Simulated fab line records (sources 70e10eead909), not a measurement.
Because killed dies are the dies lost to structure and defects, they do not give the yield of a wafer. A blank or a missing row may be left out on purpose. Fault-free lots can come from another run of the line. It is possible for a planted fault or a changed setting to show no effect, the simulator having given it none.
Chamber matching ; flow nandHarc ; 3 sister chambers for NHARC_THIN_TSV_DEP_47 on pecvd-03
The step deposits SiO2, target thk 200 nm. 6 wafers are shown with their chamber, then 6 later ones without.

WAFERS, EACH WITH ITS CHAMBER
wafer;chamber;throttleValvePct (%)
L748.6;1;15.9
L747.1;2;16.1
L747.2;0;15.9
L747.5;2;16.2
L752.1;1;16.1
L752.4;0;15.9

WAFERS MISSING THEIR CHAMBER
wafer;throttleValvePct (%)
L752.6;16.2
L757.1;16.1
L757.5;16.4
L760.1;15.8
L760.2;16.6
L760.4;16.0

EACH ONE'S CHAMBER
wafer;from the rows above;in truth
L752.6;can't be placed: 2 or 1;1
L757.1;can't be placed: 2 or 1 or 0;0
L757.5;can't be placed: 2 or 1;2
L760.1;can't be placed: 0 or 1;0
L760.2;can't be placed: 2 or 1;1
L760.4;can't be placed: 1 or 0 or 2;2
0 of 6 placed correctly. These rows do not allow placing 6 (true chamber among the candidates in 6). Wrongly placed: 0.
How it was worked out, from the rows above alone: a wafer's distance from a chamber is the root of the sum, over the readings, of the square of ((its reading less the chamber's mean) divided by the reading's scatter). If the next closest chamber is less than 2 further off than the closest, the wafer can't be placed; otherwise it belongs to the closest. The mean given for a chamber averages the wafers shown for that chamber. How the scatter is found: for the shown wafers, subtract from each reading the mean of its chamber, square and add these, divide the total by (wafers less chambers), then take the root.
